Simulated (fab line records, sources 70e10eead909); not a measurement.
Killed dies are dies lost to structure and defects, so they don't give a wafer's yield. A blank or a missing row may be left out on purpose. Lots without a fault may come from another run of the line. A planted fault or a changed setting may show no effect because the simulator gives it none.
fab line records | flow nand_harc
record lots=24 wafers=72 last_day=33
route steps=1302 shown P_ZERO_WELL@17 P_STI@83 P_GATE@131
lots that met no fault: from a run of the same line without faults
start_h: hours from the record's first day to the start of the lot's first wafer shown | wait_h: hours since the lot's step before | " the same as in the row above | L1.1+2: a row that stands for several wafers | - no value, or no start given | * or withheld: withheld | < > ~ a bound
route shown NAME@n: a module of which the file shows steps, and the number in the route of the first | usual: mean/standard deviation of fault-free wafers | same: alike in all rows | chamber/n: place in a boat | sites: the reading at each site | _std_site: their standard deviation | _edge_site: outer sites' mean less inner sites' | radius_mm: how far each site lies from the wafer's centre | mask NAME#n: copy n | behind: the tool/chamber that last shaped the wafer | hold: why the lot was held/for how many hours/how that ended | device: the transistor (n, p or np) that didn't switch | end of line: the same wafers' tests at the end of the route | a step without rows: its recipe alone | killed: dies lost to structure and defects at the first sort, not the wafer's yield | map: a wafer's dies, x killed, . not, _ none there
set.NAME: the setting as run; set.NAME@STEP: as run at that earlier step | model.NAME: the simulator's own value behind a step, which no gauge read
steps of the route over a sample of lots; a table a step, a row a wafer
services: from which hour (start_h, from the record's first day; less than 0 if before it) a tool's chamber was out of use, for how many hours, and why
## steps
# step NHARC_P_ZERO_WELL_ETCH_65
# recipe target_depth_a=800 overetch_a=240 time_s=87.88 ion_energy_ev=200 n2_flow_sccm=150 h2_flow_sccm=150 ar_flow_sccm=0 rf_w=400 bias_w=150 chemistry=N2/H2
# usual drypump_motor_current_A=5.6/0.56 oes_product_au=1.000/0.0074 rf_vpp_V=430.5/2.5 showerhead_plenum_p_Torr=2.04/0.086 throttle_valve_pct=14.170/0.0087
# columns lot.wafer tool chamber start_h wait_h drypump_motor_current_A oes_product_au rf_hours_counter_h rf_vpp_V showerhead_plenum_p_Torr throttle_valve_pct
L074.1 rie_diel-09 0 21.49 0.1 5.2 0.985 15 431.3 2.07 14.172
L074.3 " 1 " " 5.5 1.011 14 428.5 1.92 14.160
L074.6 " 3 " " 6.5 1.005 - 433.9 2.16 14.170
L075.2 rie_diel-09 2 31.50 0.1 5.7 1.000 19 432.9 2.11 14.186
L075.3 " 0 " " 5.2 0.983 18 431.4 2.07 14.166
L075.4 " 1 " " 5.5 1.002 - 427.6 1.92 14.162
L076.1 rie_diel-09 1 41.49 0.1 5.5 1.004 19 427.4 1.92 14.170
L076.2 " 2 " " 5.7 1.005 22 431.5 2.11 14.175
L076.3 " 0 " " 5.2 0.989 20 432.0 2.07 14.170
L077.4 rie_diel-12 1 51.48 0.1 4.8 1.003 41 430.0 2.05 14.187
L077.1 " 3 " " 6.3 1.005 45 436.0 2.20 14.179
L077.5 " 1 " " 4.8 1.001 - 431.5 2.05 14.170
L078.3 rie_diel-13 2 61.48 0.1 5.8 1.015 22 428.3 1.98 14.172
L078.2 " 0 " " 6.4 1.016 22 430.2 1.97 14.160
L078.5 " 1 " " 5.2 1.014 - 430.1 2.06 14.180
L079.2 rie_diel-13 2 71.37 0.1 5.7 0.999 24 428.9 1.98 14.157
L079.3 " 3 " " 5.0 0.994 23 433.9 2.16 14.171
L079.5 " 1 " " 5.2 0.997 - 431.2 2.06 14.173
L080.1 rie_diel-13 1 81.48 0.1 5.2 0.992 24 431.6 2.06 14.176
L080.2 " 2 " " 5.8 1.000 25 429.5 1.98 14.153
L080.5 " 1 " " 5.2 1.006 - 433.5 2.06 14.197
L081.1 rie_diel-12 1 91.65 0.1 4.8 0.993 59 430.6 2.05 14.174
L081.2 " 2 " " 6.4 1.002 57 429.7 1.98 14.174
L081.5 " 2 " " 6.4 1.006 - 429.4 1.98 14.162
L082.4 rie_diel-13 1 101.52 0.1 5.2 1.006 34 431.8 2.05 14.164
L082.1 " 2 " " 5.8 1.013 35 428.9 1.98 14.170
L082.6 " 3 " " 5.0 0.994 - 433.0 2.16 14.179
L083.3 rie_diel-09 1 111.47 0.1 5.5 1.016 40 428.7 1.91 14.160
L083.2 " 3 " " 6.5 1.005 37 432.2 2.15 14.189
L083.6 " 2 " " 5.8 1.003 - 432.9 2.10 14.154
L084.1 rie_diel-13 2 121.39 0.1 5.8 0.999 41 429.5 1.97 14.158
L084.5 " 1 " " 5.2 1.005 - 431.5 2.05 14.172
L084.4 " 2 " " 5.7 1.001 - 429.5 1.97 14.178
L085.2 rie_diel-12 3 131.83 0.2 6.2 1.007 10 436.4 2.19 14.169
L085.6 " 1 " " 4.8 1.013 - 430.6 2.04 14.162
L085.5 " 2 " " 6.4 1.003 - 427.8 1.97 14.177
L086.2 rie_diel-12 1 141.70 0.1 4.8 1.005 12 431.3 2.04 14.181
L086.4 " 0 " " 5.0 0.996 12 426.4 1.90 14.179
L086.5 " 2 " " 6.4 1.013 - 426.0 1.97 14.172
L087.3 rie_diel-13 0 151.48 0.1 6.5 0.999 54 429.1 1.96 14.173
L087.2 " 1 " " 5.2 0.994 51 430.5 2.05 14.163
L087.4 " 2 " " 5.7 1.001 51 429.3 1.97 14.173
L088.4 rie_diel-09 3 161.39 0.1 6.5 1.004 2 432.8 2.15 14.167
L088.3 " 2 " " 5.8 0.999 1 431.5 2.10 14.162
L088.6 " 3 " " 6.5 0.996 - 433.9 2.15 14.178
L089.4 rie_diel-09 0 171.36 0.1 5.2 0.999 5 430.9 2.05 14.185
L089.3 " 1 " " 5.5 0.995 4 427.5 1.91 14.169
L089.1 " 2 " " 5.7 0.996 4 433.3 2.10 14.161
L090.4 rie_diel-13 2 181.37 0.1 5.7 1.000 3 427.3 1.97 14.163
L090.6 " 0 " " 6.5 1.000 - 427.3 1.96 14.158
L090.5 " 1 " " 5.2 1.002 - 433.1 2.04 14.178
L091.3 rie_diel-09 1 191.50 0.1 5.5 1.002 16 426.9 1.90 14.173
L091.1 " 2 " " 5.8 0.986 13 432.0 2.10 14.166
L091.4 " 3 " " 6.5 1.002 12 434.0 2.14 14.173
L092.2 rie_diel-12 1 201.36 0.1 4.8 1.010 37 430.7 2.03 14.160
L092.4 " 2 " " 6.4 1.002 34 428.6 1.96 14.169
L092.6 " 0 " " 5.0 0.999 - 428.2 1.90 14.166
L093.1 rie_diel-13 2 211.48 0.1 5.8 1.002 13 428.8 1.96 14.157
L093.6 " 2 " " 5.8 0.997 - 427.7 1.96 14.170
L093.5 " 3 " " 5.0 0.999 - 434.4 2.15 14.161
L094.2 rie_diel-09 0 222.44 0.1 5.2 0.989 21 431.5 2.05 14.183
L094.5 " 3 " " 6.5 0.989 - 433.0 2.14 14.168
L094.6 " 0 " " 5.2 0.983 - 429.8 2.05 14.162
L095.1 rie_diel-13 2 231.38 0.1 5.8 0.999 21 427.9 1.96 14.177
L095.4 " 3 " " 5.0 1.005 18 432.3 2.14 14.175
L095.5 " 1 " " 5.2 0.994 - 431.0 2.04 14.181
L096.1 rie_diel-09 2 241.50 0.1 5.7 0.997 25 431.8 2.09 14.164
L096.6 " 0 " " 5.2 0.994 - 431.1 2.04 14.168
L096.5 " 1 " " 5.5 1.000 - 427.2 1.90 14.154
L097.2 rie_diel-13 1 251.57 0.1 5.2 0.997 26 431.2 2.04 14.164
L097.1 " 2 " " 5.7 0.995 26 426.3 1.96 14.179
L097.6 " 1 " " 5.2 1.004 - 430.3 2.04 14.165
# step NHARC_P_ZERO_WELL_CD_MEAS_24
# recipe target_cd_nm=720 landing_energy_ev=500
# usual cd_nm=720.4/1.3
# same landing_energy_ev=500
# columns lot.wafer tool chamber start_h wait_h cd_nm
L074.1 cd_sem-01 0 22.47 - 718.7
L074.3 " 0 " " 718.1
L074.6 " 0 " " 719.7
L075.2 cd_sem-01 0 32.50 - 721.2
L075.3 " 0 " " 720.0
L075.4 " 0 " " 719.7
L076.1 cd_sem-01 0 42.62 - 720.9
L076.2 " 0 " " 721.5
L076.3 " 0 " " 721.8
L077.1 cd_sem-02 0 52.58 - 720.6
L077.4 " 0 " " 719.5
L077.5 " 0 " " 719.9
L078.2 cd_sem-03 0 62.59 - 719.4
L078.3 " 0 " " 719.6
L078.5 " 0 " " 718.8
L079.2 cd_sem-02 0 72.48 - 720.6
L079.3 " 0 " " 720.8
L079.5 " 0 " " 719.9
L080.1 cd_sem-01 0 82.58 - 722.7
L080.2 " 0 " " 722.3
L080.5 " 0 " " 722.4
L081.1 cd_sem-03 0 92.63 - 719.5
L081.2 " 0 " " 719.7
L081.5 " 0 " " 720.4
L082.1 cd_sem-01 0 102.64 - 719.4
L082.4 " 0 " " 722.6
L082.6 " 0 " " 720.7
L083.2 cd_sem-01 0 112.57 - 721.5
L083.3 " 0 " " 720.3
L083.6 " 0 " " 722.0
L084.1 cd_sem-02 0 122.49 - 722.3
L084.4 " 0 " " 720.7
L084.5 " 0 " " 721.0
L085.2 cd_sem-01 0 132.80 - 719.7
L085.5 " 0 " " 719.5
L085.6 " 0 " " 721.5
L086.2 cd_sem-02 0 142.75 - 718.9
L086.4 " 0 " " 720.9
L086.5 " 0 " " 719.3
L087.2 cd_sem-02 0 152.57 - 720.8
L087.3 " 0 " " 722.1
L087.4 " 0 " " 721.0
L088.3 cd_sem-02 0 162.40 - 722.1
L088.4 " 0 " " 722.4
L088.6 " 0 " " 722.1
L089.1 cd_sem-02 0 172.50 - 721.4
L089.3 " 0 " " 720.2
L089.4 " 0 " " 721.5
L090.4 cd_sem-03 0 182.46 - 720.2
L090.5 " 0 " " 721.5
L090.6 " 0 " " 720.3
L091.1 cd_sem-02 0 192.47 - 720.7
L091.3 " 0 " " 721.9
L091.4 " 0 " " 720.4
L092.2 cd_sem-01 0 202.33 - 719.0
L092.4 " 0 " " 717.4
L092.6 " 0 " " 719.0
L093.1 cd_sem-03 0 212.60 - 717.1
L093.5 " 0 " " 718.5
L093.6 " 0 " " 718.9
L094.2 cd_sem-02 0 223.54 - 720.1
L094.5 " 0 " " 721.0
L094.6 " 0 " " 721.5
L095.1 cd_sem-02 0 232.47 - 722.2
L095.4 " 0 " " 723.0
L095.5 " 0 " " 722.0
L096.1 cd_sem-03 0 242.46 - 718.4
L096.5 " 0 " " 718.3
L096.6 " 0 " " 721.5
L097.1 cd_sem-01 0 252.69 - 719.6
L097.2 " 0 " " 719.6
L097.6 " 0 " " 719.2
# step NHARC_P_ZERO_WELL_DESCUM_39
# recipe time_s=3 o2_flow_sccm=200 ar_flow_sccm=0 bias_power_w=0 chemistry=O2
# usual drypump_motor_current_A=5.6/0.54 oes_product_au=1.000/0.0081 rf_vpp_V=57.7/0.86 showerhead_plenum_p_Torr=1.91/0.078 throttle_valve_pct=11.311/0.0093
# columns lot.wafer tool chamber start_h wait_h drypump_motor_current_A oes_product_au rf_hours_counter_h rf_vpp_V showerhead_plenum_p_Torr throttle_valve_pct
L074.1 rie_diel-09 1 24.20 - 5.5 1.002 14 56.6 1.80 11.308
L074.3 " 2 " " 5.7 0.999 17 56.4 1.98 11.316
L074.6 " 1 " " 5.5 0.997 - 58.7 1.80 11.324
L075.2 rie_diel-09 1 34.34 - 5.5 0.995 17 56.9 1.80 11.321
L075.3 " 2 " " 5.8 0.994 19 58.2 1.98 11.320
L075.4 " 2 " " 5.7 0.997 - 57.6 1.98 11.315
L076.1 rie_diel-12 1 44.46 - 4.8 1.003 39 57.9 1.93 11.318
L076.3 " 3 " " 6.3 1.000 43 57.6 2.06 11.301
L076.2 " 0 " " 5.0 1.002 48 56.7 1.80 11.309
L077.1 rie_diel-09 2 54.40 - 5.7 1.000 26 58.0 1.98 11.306
L077.5 " 0 " " 5.2 0.990 - 57.3 1.93 11.327
L077.4 " 2 " " 5.8 0.994 - 57.7 1.98 11.320
L078.3 rie_diel-13 2 64.45 - 5.7 1.005 23 57.2 1.86 11.321
L078.2 " 3 " " 5.0 1.001 22 58.1 2.03 11.321
L078.5 " 0 " " 6.5 1.004 - 59.0 1.85 11.314
L079.2 rie_diel-12 1 74.43 - 4.8 0.994 53 57.7 1.92 11.304
L079.3 " 3 " " 6.3 1.008 50 58.5 2.06 11.313
L079.5 " 2 " " 6.4 1.005 - 59.1 1.86 11.306
L080.2 rie_diel-09 3 84.46 - 6.5 1.004 28 59.2 2.02 11.295
L080.1 " 0 " " 5.2 0.988 33 58.1 1.93 11.303
L080.5 " 1 " " 5.5 1.006 - 58.0 1.80 11.307
L081.2 rie_diel-09 2 94.29 - 5.7 0.999 35 57.4 1.97 11.327
L081.1 " 0 " " 5.2 0.978 37 58.0 1.93 11.303
L081.5 " 3 " " 6.5 1.004 - 57.4 2.02 11.305
L082.4 rie_diel-09 2 104.31 - 5.7 1.002 38 57.3 1.97 11.299
L082.1 " 3 " " 6.5 0.984 35 56.6 2.02 11.316
L082.6 " 2 " " 5.7 0.986 - 59.1 1.97 11.306
L083.2 rie_diel-09 1 114.25 - 5.5 0.999 41 56.2 1.80 11.318
L083.3 " 0 " " 5.2 0.987 42 56.8 1.93 11.299
L083.6 " 2 " " 5.7 0.997 - 57.6 1.97 11.292
L084.1 rie_diel-13 2 124.21 - 5.7 1.005 42 56.7 1.85 11.313
L084.4 " 3 " " 5.0 0.993 42 58.7 2.02 11.320
L084.5 " 0 " " 6.5 1.002 - 58.3 1.84 11.305
L085.2 rie_diel-09 3 134.47 - 6.5 0.998 45 58.6 2.01 11.303
L085.6 " 3 " " 6.5 1.003 - 57.0 2.01 11.317
L085.5 " 0 " " 5.2 0.997 - 56.7 1.93 11.300
L086.4 rie_diel-13 0 144.43 - 6.4 1.007 52 58.4 1.84 11.312
L086.2 " 2 " " 5.7 1.009 48 58.2 1.85 11.313
L086.5 " 0 " " 6.4 1.008 - 57.5 1.84 11.303
L087.2 rie_diel-09 2 154.27 - 5.8 0.993 0 58.2 1.97 11.319
L087.4 " 3 " " 6.5 0.988 0 57.9 2.01 11.300
L087.3 " 0 " " 5.2 0.993 0 58.7 1.93 11.290
L088.4 rie_diel-09 3 164.23 - 6.5 1.000 3 57.5 2.01 11.316
L088.3 " 1 " " 5.5 0.999 2 57.1 1.79 11.304
L088.6 " 2 " " 5.7 0.995 - 60.0 1.97 11.308
L089.3 rie_diel-13 1 174.33 - 5.2 1.012 0 58.5 1.92 11.311
L089.4 " 2 " " 5.7 0.991 0 58.1 1.85 11.302
L089.1 " 3 " " 5.0 1.002 0 58.4 2.01 11.321
L090.4 rie_diel-12 0 184.15 - 5.0 0.999 22 57.1 1.79 11.323
L090.6 " 0 " " 5.0 1.005 - 58.6 1.79 11.307
L090.5 " 1 " " 4.8 1.005 - 57.9 1.91 11.323
L091.3 rie_diel-12 1 194.28 - 4.8 1.018 36 58.2 1.91 11.314
L091.1 " 3 " " 6.3 1.007 33 57.8 2.05 11.304
L091.4 " 0 " " 5.0 0.994 26 57.2 1.78 11.317
L092.4 rie_diel-13 1 204.12 - 5.2 0.992 12 59.2 1.91 11.319
L092.2 " 0 " " 6.4 0.996 11 58.5 1.83 11.309
L092.6 " 2 " " 5.7 1.006 - 57.3 1.84 11.311
L093.1 rie_diel-09 1 214.28 - 5.5 1.007 18 57.9 1.79 11.314
L093.5 " 0 " " 5.2 0.996 - 58.3 1.92 11.332
L093.6 " 1 " " 5.5 1.006 - 57.4 1.79 11.295
L094.2 rie_diel-13 0 225.22 - 6.4 0.995 17 57.9 1.83 11.316
L094.5 " 0 " " 6.4 1.002 - 59.0 1.83 11.301
L094.6 " 1 " " 5.2 1.005 - 56.9 1.91 11.312
L095.4 rie_diel-13 0 234.16 - 6.5 1.011 19 57.6 1.83 11.316
L095.1 " 2 " " 5.7 1.008 22 56.8 1.84 11.323
L095.5 " 3 " " 5.0 1.000 - 58.4 2.01 11.328
L096.1 rie_diel-09 3 244.27 - 6.5 1.002 23 57.6 2.00 11.303
L096.5 " 2 " " 5.7 0.990 - 57.3 1.96 11.312
L096.6 " 3 " " 6.5 1.013 - 58.5 2.00 11.320
L097.1 rie_diel-13 3 254.52 - 5.0 1.001 24 57.8 2.01 11.299
L097.2 " 1 " " 5.2 0.999 27 56.7 1.91 11.296
L097.6 " 1 " " 5.2 0.991 - 58.3 1.91 11.325
# step NHARC_P_STI_CD_MEAS_09
# recipe target_cd_nm=200 landing_energy_ev=500
# usual cd_nm=199.7/1.6
# same landing_energy_ev=500
# columns lot.wafer tool chamber start_h wait_h cd_nm
L074.1 cd_sem-01 0 43.84 - 201.8
L074.3 " 0 " " 200.3
L074.6 " 0 " " 202.5
L075.2 cd_sem-02 0 54.25 - 199.9
L075.3 " 0 " " 198.5
L075.4 " 0 " " 197.7
L076.1 cd_sem-02 0 65.28 - 200.6
L076.2 " 0 " " 198.5
L076.3 " 0 " " 201.9
L077.1 cd_sem-03 0 75.86 - 200.7
L077.4 " 0 " " 200.0
L077.5 " 0 " " 200.4
L078.2 cd_sem-01 0 83.15 - 202.5
L078.3 " 0 " " 202.5
L078.5 " 0 " " 203.9
L079.2 cd_sem-03 0 94.00 - 199.2
L079.3 " 0 " " 200.5
L079.5 " 0 " " 200.7
L080.1 cd_sem-02 0 104.61 - 200.4
L080.2 " 0 " " 199.9
L080.5 " 0 " " 201.6
L081.1 cd_sem-01 0 112.99 - 198.9
L081.2 " 0 " " 198.6
L081.5 " 0 " " 201.3
L082.1 cd_sem-03 0 125.38 - 200.6
L082.4 " 0 " " 198.7
L082.6 " 0 " " 200.1
L083.2 cd_sem-03 0 134.41 - 197.0
L083.3 " 0 " " 199.8
L083.6 " 0 " " 195.7
L084.1 cd_sem-03 0 144.24 - 201.1
L084.4 " 0 " " 202.9
L084.5 " 0 " " 201.3
L085.2 cd_sem-03 0 153.54 - 198.7
L085.5 " 0 " " 200.8
L085.6 " 0 " " 198.4
L086.2 cd_sem-01 0 164.99 - 197.3
L086.4 " 0 " " 199.2
L086.5 " 0 " " 197.4
L087.2 cd_sem-02 0 173.54 - 199.1
L087.3 " 0 " " 199.2
L087.4 " 0 " " 198.5
L088.3 cd_sem-02 0 183.10 - 196.7
L088.4 " 0 " " 198.6
L088.6 " 0 " " 202.1
L089.1 cd_sem-01 0 194.49 - 201.8
L089.3 " 0 " " 199.2
L089.4 " 0 " " 199.5
L090.4 cd_sem-02 0 205.13 - 201.2
L090.5 " 0 " " 200.6
L090.6 " 0 " " 201.5
L091.1 cd_sem-02 0 213.70 - 196.8
L091.3 " 0 " " 198.0
L091.4 " 0 " " 198.1
L092.2 cd_sem-01 0 228.29 - 197.7
L092.4 " 0 " " 198.9
L092.6 " 0 " " 197.6
L094.2 cd_sem-02 0 245.27 - 200.7
L094.5 " 0 " " 201.4
L094.6 " 0 " " 198.7
L093.1 cd_sem-01 0 245.43 - 198.3
L093.5 " 0 " " 197.9
L093.6 " 0 " " 198.0
L095.1 cd_sem-02 0 253.38 - 196.8
L095.4 " 0 " " 202.3
L095.5 " 0 " " 199.1
L096.1 cd_sem-02 0 264.34 - 202.2
L096.5 " 0 " " 201.3
L096.6 " 0 " " 202.1
L097.1 cd_sem-02 0 273.91 - 201.5
L097.2 " 0 " " 200.3
L097.6 " 0 " " 201.9
# step NHARC_P_GATE_HM_DEP_102
# recipe target_thk_a=1200 temp_c=400 material=aC
# usual throttle_valve_pct=35.000/0.009
# columns lot.wafer tool chamber start_h wait_h throttle_valve_pct
L074.1 acl_dep-01 0 91.61 0.4 35.017
L074.3 " 0 " " 34.977
L074.6 " 0 " " 35.004
L075.2 acl_dep-03 0 105.08 0.5 34.996
L075.3 " 0 " " 34.998
L075.4 " 0 " " 34.987
L076.1 acl_dep-02 0 113.58 0.4 34.993
L076.2 " 0 " " 35.008
L076.3 " 0 " " 34.987
L077.1 acl_dep-01 0 128.81 4.6 34.988
L077.4 " 0 " " 35.004
L077.5 " 0 " " 35.010
L078.2 acl_dep-02 0 133.27 2.2 34.977
L078.3 " 0 " " 34.996
L078.5 " 0 " " 35.005
L079.2 acl_dep-03 0 145.67 0.5 34.996
L079.3 " 0 " " 35.013
L079.5 " 0 " " 34.999
L080.1 acl_dep-03 0 154.44 0.4 34.996
L080.2 " 0 " " 35.004
L080.5 " 0 " " 35.019
L081.1 acl_dep-01 0 165.18 1.6 34.990
L081.2 " 0 " " 35.001
L081.5 " 0 " " 35.010
L082.1 acl_dep-01 0 177.06 2.0 34.994
L082.4 " 0 " " 34.998
L082.6 " 0 " " 34.992
L083.2 acl_dep-02 0 182.28 0.5 34.992
L083.3 " 0 " " 34.998
L083.6 " 0 " " 35.005
L084.1 acl_dep-03 0 199.41 6.4 35.007
L084.4 " 0 " " 35.004
L084.5 " 0 " " 34.995
L085.2 acl_dep-03 0 205.84 3.8 35.017
L085.5 " 0 " " 35.007
L085.6 " 0 " " 34.998
L086.2 acl_dep-01 0 218.09 0.5 34.985
L086.4 " 0 " " 35.004
L086.5 " 0 " " 35.000
L087.2 acl_dep-03 0 221.53 0.5 35.013
L087.3 " 0 " " 35.003
L087.4 " 0 " " 34.989
L089.1 acl_dep-03 0 250.56 5.5 35.014
L089.3 " 0 " " 35.014
L089.4 " 0 " " 34.991
L088.3 acl_dep-03 0 251.41 6.3 34.997
L088.4 " 0 " " 35.004
L088.6 " 0 " " 34.995
L091.1 acl_dep-02 0 269.64 0.5 34.992
L091.3 " 0 " " 34.984
L091.4 " 0 " " 34.999
L090.4 acl_dep-02 0 270.60 1.5 34.997
L090.5 " 0 " " 34.997
L090.6 " 0 " " 35.007
L092.2 acl_dep-01 0 285.71 3.9 34.985
L092.4 " 0 " " 34.992
L092.6 " 0 " " 35.001
L095.1 acl_dep-01 0 297.65 0.4 34.997
L095.4 " 0 " " 34.989
L095.5 " 0 " " 34.993
L094.2 acl_dep-02 0 297.76 0.5 35.007
L094.5 " 0 " " 34.995
L094.6 " 0 " " 34.994
L093.1 acl_dep-02 0 298.29 1.0 35.014
L093.5 " 0 " " 34.998
L093.6 " 0 " " 34.998
L096.1 acl_dep-03 0 312.45 1.7 34.994
L096.5 " 0 " " 34.996
L096.6 " 0 " " 34.995
L097.1 acl_dep-02 0 324.35 2.3 34.994
L097.2 " 0 " " 34.989
L097.6 " 0 " " 34.999
# step NHARC_P_GATE_STRIP_111
# recipe power_w=1500 temp_c=110 time_s=250 chemistry=N2/H2
# usual drypump_motor_current_A=5.5/0.62 heater_power_w=89/5.4
# columns lot.wafer tool chamber start_h wait_h drypump_motor_current_A heater_power_w rf_hours_counter_h
L074.1 plasma_asher-02 0 105.98 0.4 5.5 95 5
L074.3 " 1 " " 5.2 83 -
L074.6 " 1 " " 5.2 87 -
L075.2 plasma_asher-02 1 118.73 0.2 5.2 86 8
L075.4 " 1 " " 5.2 86 -
L075.3 " 0 " " 5.5 96 -
L076.1 plasma_asher-02 1 129.44 0.2 5.1 87 10
L076.2 " 0 " " 5.5 96 10
L076.3 " 1 " " 5.2 87 -
L077.1 plasma_asher-01 0 142.55 0.2 4.9 93 31
L077.4 " 0 " " 4.9 94 -
L077.5 " 1 " " 6.5 85 -
L078.2 plasma_asher-01 1 146.96 0.2 6.5 81 32
L078.3 " 1 " " 6.5 83 -
L078.5 " 0 " " 4.9 95 -
L079.2 plasma_asher-02 0 159.36 0.2 5.5 95 17
L079.3 " 0 " " 5.5 97 -
L079.5 " 1 " " 5.2 87 -
L080.1 plasma_asher-02 1 168.19 0.2 5.1 87 18
L080.2 " 0 " " 5.4 97 18
L080.5 " 1 " " 5.1 85 -
L081.2 plasma_asher-01 0 179.06 0.2 4.9 93 1
L081.1 " 1 " " 6.5 83 1
L081.5 " 1 " " 6.5 86 -
L082.1 plasma_asher-01 0 191.07 0.2 4.9 91 4
L082.4 " 1 " " 6.5 84 -
L082.6 " 0 " " 4.9 93 -
L083.2 plasma_asher-02 1 196.01 0.2 5.1 87 27
L083.3 " 0 " " 5.5 97 -
L083.6 " 0 " " 5.5 95 -
L084.1 plasma_asher-02 0 213.51 0.2 5.5 97 28
L084.4 " 1 " " 5.2 87 -
L084.5 " 1 " " 5.2 89 -
L085.2 plasma_asher-01 0 219.75 0.4 4.9 94 8
L085.6 " 0 " " 4.9 92 -
L085.5 " 1 " " 6.5 84 -
L086.2 plasma_asher-01 0 234.14 0.2 4.9 92 12
L086.4 " 1 " " 6.5 86 -
L086.5 " 0 " " 4.9 90 -
L087.2 plasma_asher-01 0 235.30 0.2 4.9 94 12
L087.3 " 1 " " 6.5 85 -
L087.4 " 0 " " 4.9 93 -
L089.1 plasma_asher-01 0 264.29 0.2 4.9 91 18
L089.4 " 0 " " 4.9 93 -
L089.3 " 1 " " 6.5 84 -
L088.3 plasma_asher-01 0 265.32 0.4 4.9 92 -
L088.4 " 1 " " 6.5 83 -
L088.6 " 1 " " 6.5 84 -
L091.1 plasma_asher-01 0 283.69 0.2 4.9 92 24
L091.4 " 0 " " 4.9 92 -
L091.3 " 1 " " 6.6 83 -
L090.4 plasma_asher-02 0 284.38 0.2 5.4 94 -
L090.5 " 0 " " 5.5 95 -
L090.6 " 1 " " 5.2 84 -
L092.2 plasma_asher-01 0 299.98 0.2 4.9 90 28
L092.4 " 1 " " 6.5 86 -
L092.6 " 0 " " 4.9 92 -
L094.2 plasma_asher-01 0 311.52 0.2 4.9 94 30
L094.5 " 1 " " 6.6 83 -
L094.6 " 0 " " 4.9 90 -
L095.1 plasma_asher-02 1 311.65 0.2 5.1 85 8
L095.4 " 1 " " 5.2 83 -
L095.5 " 1 " " 5.2 83 -
L093.1 plasma_asher-02 1 317.71 0.2 5.2 84 10
L093.6 " 0 " " 5.5 95 -
L093.5 " 1 " " 5.2 85 -
L096.1 plasma_asher-02 1 326.35 0.2 5.2 82 12
L096.6 " 0 " " 5.5 98 -
L096.5 " 1 " " 5.2 84 -
L097.2 plasma_asher-01 1 338.23 0.2 6.5 83 37
L097.1 " 0 " " 4.9 93 37
L097.6 " 0 " " 4.9 89 -
## services
# columns tool chamber start_h hours kind
rie_diel-12 1 3.31 14.6 repair
rie_diel-13 2 4.50 4.2 repair
acl_dep-03 - 8.00 0.0 repair
rie_diel-09 3 21.89 32.5 repair
rie_diel-13 3 29.35 12.7 repair
rie_diel-09 2 58.80 16.0 repair
rie_diel-09 0 68.10 1.5 repair
plasma_asher-02 - 72.29 9.0 pm
rie_diel-13 0 120.53 3.0 repair
rie_diel-13 - 129.75 0.9 repair
plasma_asher-01 - 133.58 0.5 repair
rie_diel-09 - 143.13 9.0 pm
rie_diel-13 0 157.78 1.5 repair
rie_diel-13 - 165.04 9.0 pm
plasma_asher-01 - 165.31 9.0 pm
rie_diel-09 - 190.45 0.7 repair
rie_diel-13 0 234.73 19.8 repair
plasma_asher-02 - 249.29 9.0 pm
rie_diel-13 2 261.18 6.1 repair
plasma_asher-02 - 263.96 8.2 repair
rie_diel-09 - 294.76 0.8 repair
rie_diel-09 3 315.17 7.7 repair
rie_diel-09 - 320.17 9.0 pm
rie_diel-13 - 334.71 0.5 repair
## key
fault none
